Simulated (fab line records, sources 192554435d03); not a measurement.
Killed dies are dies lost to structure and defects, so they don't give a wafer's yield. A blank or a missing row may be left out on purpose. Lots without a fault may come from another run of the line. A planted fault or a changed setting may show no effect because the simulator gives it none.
Chamber matching | flow n5_finfet | N5_BEOL_M3_PRE_CLEAN_60 on cvd_co-02: 3 sister chambers
The step time 15 s. 27 wafers are shown with their chamber, then 12 later ones without.

WAFERS WITH THEIR CHAMBER
wafer  | chamber | heater_power_w (W) | rf_fwd_power_W (W)
L075.2 | 0       | 99                 | 296.5
L075.5 | 1       | 82                 | 296.5
L075.6 | 2       | 74                 | 297.6
L078.1 | 1       | 80                 | 295.4
L078.2 | 0       | 98                 | 297.2
L078.3 | 2       | 76                 | 297.4
L082.1 | 0       | 101                | 296.3
L082.4 | 2       | 76                 | 298.2
L082.5 | 0       | 97                 | 298.0
L081.1 | 2       | 76                 | 296.8
L081.4 | 0       | 99                 | 293.9
L081.5 | 2       | 77                 | 296.9
L086.3 | 0       | 96                 | 297.1
L086.4 | 0       | 99                 | 297.5
L086.6 | 2       | 77                 | 298.0
L088.1 | 2       | 76                 | 296.9
L088.4 | 2       | 76                 | 298.0
L088.5 | 0       | 99                 | 296.9
L089.2 | 0       | 100                | 296.1
L089.4 | 1       | 83                 | 295.8
L089.6 | 2       | 77                 | 296.1
L091.1 | 2       | 74                 | 296.8
L091.3 | 1       | 82                 | 296.6
L091.6 | 0       | 98                 | 296.9
L092.2 | 1       | 82                 | 298.1
L092.4 | 2       | 77                 | 296.2
L092.5 | 0       | 96                 | 296.6

SIGNATURES (means of the wafers above)
reading        | chamber 0 | chamber 1 | chamber 2 | scatter within a chamber
heater_power_w | 98.36     | 81.80     | 76.00     | 1.31
rf_fwd_power_W | 296.636   | 296.480   | 297.173   | 0.927
Rule: a wafer's distance from a chamber is the root of the sum, over the readings, of the square of ((its reading less the chamber's mean) divided by the reading's scatter). The wafer belongs to the nearest chamber; if the next one is less than 2 further off, it can't be placed. The scatter: the root of (the sum of the squares of (reading less its chamber's mean) over the shown wafers, divided by (wafers less chambers)).

WAFERS WITHOUT THEIR CHAMBER
wafer  | heater_power_w (W) | rf_fwd_power_W (W)
L093.2 | 76                 | 296.4
L093.3 | 83                 | 296.6
L093.5 | 77                 | 296.7
L095.1 | 82                 | 296.6
L095.3 | 101                | 297.0
L095.6 | 78                 | 296.9
L094.1 | 81                 | 297.1
L094.4 | 83                 | 297.8
L094.5 | 96                 | 298.4
L097.1 | 77                 | 296.8
L097.2 | 82                 | 296.3
L097.3 | 99                 | 297.8

WHICH CHAMBER EACH WENT THROUGH
wafer  | from the rows above     | in truth
L093.2 | 2                       | 2
L093.3 | 1                       | 1
L093.5 | 2                       | 2
L095.1 | 1                       | 1
L095.3 | 0                       | 0
L095.6 | can't be placed: 2 or 1 | 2
L094.1 | 1                       | 1
L094.4 | 1                       | 1
L094.5 | 0                       | 0
L097.1 | 2                       | 2
L097.2 | 1                       | 1
L097.3 | 0                       | 0
Placed correctly: 11 of 12. Can't be placed from these rows: 1 (the true chamber is among the candidates in 1). Placed wrongly: 0.
